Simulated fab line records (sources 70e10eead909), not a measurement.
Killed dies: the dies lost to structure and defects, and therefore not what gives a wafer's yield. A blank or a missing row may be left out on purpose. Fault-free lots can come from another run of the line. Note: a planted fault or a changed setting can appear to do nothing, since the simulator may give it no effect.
Chamber matching + flow nandHarc + aldMetal-02 running NHARC_A_WL_FILL_ALD_19: 4 sister chambers
The step deposits TiN, target thk 2 nm, pulse time 3 s, ald cycles 100. 16 wafers are shown with their chamber, then 8 later ones without.

## WAFERS PAIRED WITH THEIR CHAMBERS
| wafer  | chamber | heaterPowerW (W) | precursorPulseHeightRel |
|--------|---------|------------------|-------------------------|
| L076.1 | 0       | 1028             | 1.019                   |
| L076.2 | 1       | 1261             | 0.986                   |
| L076.6 | 1       | 1279             | 0.965                   |
| L078.2 | 3       | 1122             | 0.986                   |
| L078.3 | 0       | 1033             | 1.002                   |
| L078.6 | 3       | 1098             | 0.981                   |
| L080.1 | 1       | 1310             | 1.005                   |
| L080.3 | 3       | 1156             | 1.051                   |
| L080.5 | 0       | 1064             | 1.039                   |
| L083.1 | 2       | 1004             | 0.984                   |
| L083.2 | 0       | 1060             | 1.010                   |
| L083.6 | 1       | 1280             | 0.976                   |
| L086.1 | 3       | 1125             | 0.967                   |
| L086.3 | 2       | 985              | 0.983                   |
| L086.5 | 2       | 977              | 0.958                   |
| L087.1 | 2       | 989              | 0.996                   |

SIGNATURES (averages over the wafers above)
| reading                 | chamber 0 | chamber 1 | chamber 2 | chamber 3 | scatter within a chamber |
|-------------------------|-----------|-----------|-----------|-----------|--------------------------|
| heaterPowerW            | 1046.25   | 1282.50   | 988.75    | 1125.25   | 19                       |
| precursorPulseHeightRel | 1.01750   | 0.98300   | 0.98025   | 0.99625   | 0.0234                   |
Rule: a wafer's distance from a chamber is the root of the sum, over the readings, of the square of ((its reading less the chamber's mean) divided by the reading's scatter). The wafer belongs to the nearest chamber; if the next one is less than 2 further off, it can't be placed. The scatter: the root of (the sum of the squares of (reading less its chamber's mean) over the shown wafers, divided by (wafers less chambers)).

## WAFERS WITHOUT THEIR CHAMBER
| wafer  | heaterPowerW (W) | precursorPulseHeightRel |
|--------|------------------|-------------------------|
| L087.4 | 1104             | 1.019                   |
| L087.6 | 1001             | 0.986                   |
| L090.1 | 1042             | 1.021                   |
| L090.3 | 1149             | 1.025                   |
| L090.6 | 1128             | 0.973                   |
| L096.1 | 992              | 1.021                   |
| L096.3 | 1167             | 1.037                   |
| L096.5 | 1052             | 1.031                   |

## EACH ONE'S CHAMBER
| wafer  | from the rows above     | in truth                   |
|--------|-------------------------|----------------------------|
| L087.4 | can't be placed: 3 or 0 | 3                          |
| L087.6 | 2                       | 2                          |
| L090.1 | 0                       | 0                          |
| L090.3 | 3                       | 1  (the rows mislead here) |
| L090.6 | 3                       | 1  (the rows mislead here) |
| L096.1 | can't be placed: 2 or 0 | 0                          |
| L096.3 | 3                       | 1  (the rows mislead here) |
| L096.5 | 0                       | 0                          |
3 of 8 placed correctly. These rows do not allow placing 2 (true chamber among the candidates in 2). Number placed wrongly: 3.
